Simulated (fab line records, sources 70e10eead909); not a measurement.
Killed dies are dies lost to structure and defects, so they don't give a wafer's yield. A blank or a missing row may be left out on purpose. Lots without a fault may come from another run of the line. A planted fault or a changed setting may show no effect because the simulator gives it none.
Problem report in the 8D (eight disciplines) form, filled by code | flow nand_harc | the parts of the form that need people (team, actions taken, sign-off) are left out

1. THE PROBLEM
run_length_s at NHARC_P_GATE_STRIP_67 reads a mean of 326.7 s on 6 wafers of 2 lots; wafers without a fault read 603.5 s with a standard deviation of 1.1. That is -99 or more standard deviations from the usual mean.
The step: strips in SPM, time 600 s.
First seen on wafer L792.2, day 9 23:40, on wet_bench-09. The record holds 36 wafers of 12 lots with a number at this step. Rule for "out", or "out of limits": more than 4 standard deviations from the usual mean. The other wafers with a number count as sound.

2. WHAT IT IS AND WHAT IT IS NOT
question                    | is                     | is not
which readings at this step | run_length_s           | -
which lots                  | L792, L793             | L783, L784, L798, L799, L800, L801, L802, L803, L804, L805
which wafers of those lots  | all that have a number | -
read on which tools         | wet_bench-09           | wet_bench-05
when                        | from day 9 23:40       | up to then (6 sound wafers); but 24 sound wafers of L798, L799, L800, L801, L802, L803, L804, L805 came after

3. SUSPECTS, AND WHAT RULES EACH OUT
Counting: a tool at a process step up to the reading stays a suspect if it ran every lot that is out and no sound lot after the first of them.
- wet_bench-09 at NHARC_P_GATE_STRIP_67 (strips in SPM, time 600 s): ruled out as a lasting fault. Sound lots L800, L803, L804, L805 ran on it after its first lot that is out, L792 (day 9 23:40).
Left after counting: nothing in the record.

4. THE CAUSE (what the simulator had put in)
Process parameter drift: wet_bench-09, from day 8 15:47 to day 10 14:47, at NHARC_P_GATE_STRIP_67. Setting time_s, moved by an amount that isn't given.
Counting ruled it out, wrongly.

5. THE CHAIN OF EFFECTS, in route order
Each row: a reading whose mean over the struck wafers that have a number lies more than 3 standard deviations from the usual. Only readings for which the record gives a usual standard deviation are gone through. hours: the time from each lot's start at the first step in this table that gives one to its start at this step, as a median over the lots. sigmas: the change in usual standard deviations.
hours | step                  | reading      | usual   | on struck wafers | change | sigmas
0     | NHARC_P_GATE_STRIP_67 | run_length_s | 603.5 s | 326.7            | -276.8 | -99 or more
The process steps in it:
- NHARC_P_GATE_STRIP_67: strips in SPM, time 600 s.
Later measuring or inspecting steps at which every struck wafer that the step has a row for has a number for every such reading, and none has moved that far: NHARC_END_SORT_01.

6. WHAT WOULD HAVE CAUGHT IT SOONER
In this record the first reading out of limits was taken at day 9 23:40, 32 hours after the fault began at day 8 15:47.
